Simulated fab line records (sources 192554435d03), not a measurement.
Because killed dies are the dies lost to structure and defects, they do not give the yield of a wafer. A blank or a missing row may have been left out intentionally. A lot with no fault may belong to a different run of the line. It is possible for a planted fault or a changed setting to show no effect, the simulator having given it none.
Matching of chambers    flow n5-finfet    N5_MOL_CONTACT_COAG_ETCH_65 on rie-diel-02 has 4 sister chambers
The step etches underlayer in N2/H2, target depth 13 nm, time 10.4 s. 4 wafers are shown with their chamber, then 7 later ones without.

## EACH WAFER AND ITS CHAMBER
wafer   chamber  showerhead-plenum-p-Torr (Torr)
L082.1  3        2.55
L082.2  0        2.59
L082.4  2        2.73
L085.5  1        2.51

## WAFERS MISSING THEIR CHAMBER
wafer   showerhead-plenum-p-Torr (Torr)
L085.6  2.58
L087.1  2.51
L087.5  2.72
L087.6  2.54
L089.2  2.72
L089.4  2.58
L089.5  2.54

## WHICH CHAMBER EACH WENT THROUGH
wafer   from the rows above  in truth
L085.6  0                    0
L087.1  1                    1
L087.5  2                    2
L087.6  3                    3
L089.2  2                    2
L089.4  0                    0
L089.5  3                    3
7 of 7 placed correctly. From these rows, 0 cannot be placed. 0 placed wrongly.
How it was worked out, from the rows above alone: a wafer's distance from a chamber is the root of the sum, over the readings, of the square of ((its reading less the chamber's mean) divided by the reading's scatter). If the next closest chamber is less than 2 further off than the closest, the wafer can't be placed; otherwise it belongs to the closest. The mean given for a chamber averages the wafers shown for that chamber. The scatter: with one shown wafer a chamber, the root of the mean of the squares of how far each hidden wafer lies from its nearest shown one.
